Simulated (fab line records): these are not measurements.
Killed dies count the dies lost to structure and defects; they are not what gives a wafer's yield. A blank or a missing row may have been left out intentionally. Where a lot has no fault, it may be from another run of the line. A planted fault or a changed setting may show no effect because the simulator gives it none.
Chamber matching ; flow n5-finfet ; 4 sister chambers for N5_BEOL_M0_SAQP_STRIP_108 on rie-diel-02
The step strips in N2/H2. 4 wafers are shown with their chamber, then 11 later ones without.

## WAFERS WITH THEIR CHAMBER
wafer;chamber;showerhead-plenum-p-Torr (Torr)
L081.3;0;3.46
L082.6;3;3.20
L085.5;1;3.30
L084.3;2;3.37

## WAFERS WITH NO CHAMBER GIVEN
wafer;showerhead-plenum-p-Torr (Torr)
L084.4;3.19
L084.5;3.37
L091.3;3.36
L091.5;3.19
L091.6;3.46
L096.1;3.29
L096.2;3.36
L096.5;3.36
L097.2;3.29
L097.3;3.45
L097.5;3.18

## THE CHAMBER EACH PASSED THROUGH
wafer;from the rows above;in truth
L084.4;3;3
L084.5;2;2
L091.3;2;2
L091.5;3;3
L091.6;0;0
L096.1;1;1
L096.2;2;2
L096.5;2;2
L097.2;1;1
L097.3;0;0
L097.5;3;3
Correct placement for 11 of the 11. Left unplaced by these rows: 0. Wrongly placed: 0.
How it was worked out, from the rows above alone: a wafer's distance from a chamber is the root of the sum, over the readings, of the square of ((its reading less the chamber's mean) divided by the reading's scatter). If the next closest chamber is less than 2 further off than the closest, the wafer can't be placed; otherwise it belongs to the closest. A chamber's mean is the mean of its shown wafers. The scatter: root of mean squared gap, hidden wafer to nearest shown wafer, with one shown wafer a chamber.
